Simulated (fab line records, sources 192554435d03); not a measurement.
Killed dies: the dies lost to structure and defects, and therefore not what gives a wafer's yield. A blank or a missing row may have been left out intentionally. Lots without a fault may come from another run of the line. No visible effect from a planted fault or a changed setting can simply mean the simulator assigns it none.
Chamber matching -- flow n5-finfet -- N5_BEOL_M9_CURE_71 on uv-cure-01: 3 sister chambers
The step cures SiCOH lowk, time 240 s. 27 wafers are shown with their chamber, then 12 later ones without.

WAFERS PAIRED WITH THEIR CHAMBERS
wafer,chamber,wafer_temp_C_max,lamp-power-pct (%)
L076.1,1,387.4,52.26
L076.2,1,388.3,52.31
L076.6,1,388.8,52.38
L078.1,2,386.1,52.31
L078.3,2,386.2,52.31
L078.4,2,386.3,52.35
L080.3,2,386.1,52.23
L080.5,2,386.2,52.26
L080.6,2,385.7,52.22
L082.1,1,388.3,52.34
L082.2,1,387.2,52.35
L082.6,1,387.5,52.32
L083.1,1,388.1,52.30
L083.2,1,387.8,52.43
L083.3,1,387.8,52.27
L084.1,1,388.5,52.35
L084.5,1,387.6,52.31
L084.6,1,388.4,52.16
L085.1,0,388.9,52.36
L085.3,0,387.4,52.22
L085.6,0,388.5,52.30
L086.1,2,386.2,52.24
L086.3,2,385.9,52.31
L086.5,2,386.1,52.45
L089.1,0,389.1,52.26
L089.3,0,388.2,52.30
L089.6,0,387.8,52.30

SIGNATURES (averages over the wafers above)
reading,chamber 0,chamber 1,chamber 2,scatter within a chamber
wafer_temp_C_max,388.317,387.975,386.089,0.461
lamp-power-pct,52.2900,52.3150,52.2978,0.0654
Rule: distance of a wafer from a chamber = root of the sum over the readings of ((wafer's reading minus chamber's mean) / reading's scatter) squared. If the next closest chamber is less than 2 further off than the closest, the wafer can't be placed; otherwise it belongs to the closest. How the scatter is found: for the shown wafers, subtract from each reading the mean of its chamber, square and add these, divide the total by (wafers less chambers), then take the root.

WAFERS MISSING THEIR CHAMBER
wafer,wafer_temp_C_max,lamp-power-pct (%)
L091.1,387.8,52.28
L091.4,388.3,52.35
L091.6,386.8,52.30
L095.1,387.6,52.23
L095.4,388.0,52.30
L095.6,388.0,52.37
L093.1,387.3,52.33
L093.2,385.9,52.37
L093.3,386.2,52.30
L093.4,385.9,52.29
L093.5,386.0,52.35
L093.6,386.2,52.29

WHICH CHAMBER EACH ONE RAN IN
wafer,from the rows above,in truth
L091.1,can't be placed: 1 or 0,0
L091.4,can't be placed: 1 or 0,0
L091.6,can't be placed: 2 or 1 or 0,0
L095.1,can't be placed: 1 or 0 or 2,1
L095.4,can't be placed: 1 or 0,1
L095.6,can't be placed: 1 or 0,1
L093.1,can't be placed: 1 or 0 or 2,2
L093.2,2,2
L093.3,2,2
L093.4,2,2
L093.5,2,2
L093.6,2,2
5 of 12 placed correctly. Can't be placed from these rows: 7 (the true chamber is among the candidates in 7). Wrongly placed: 0.
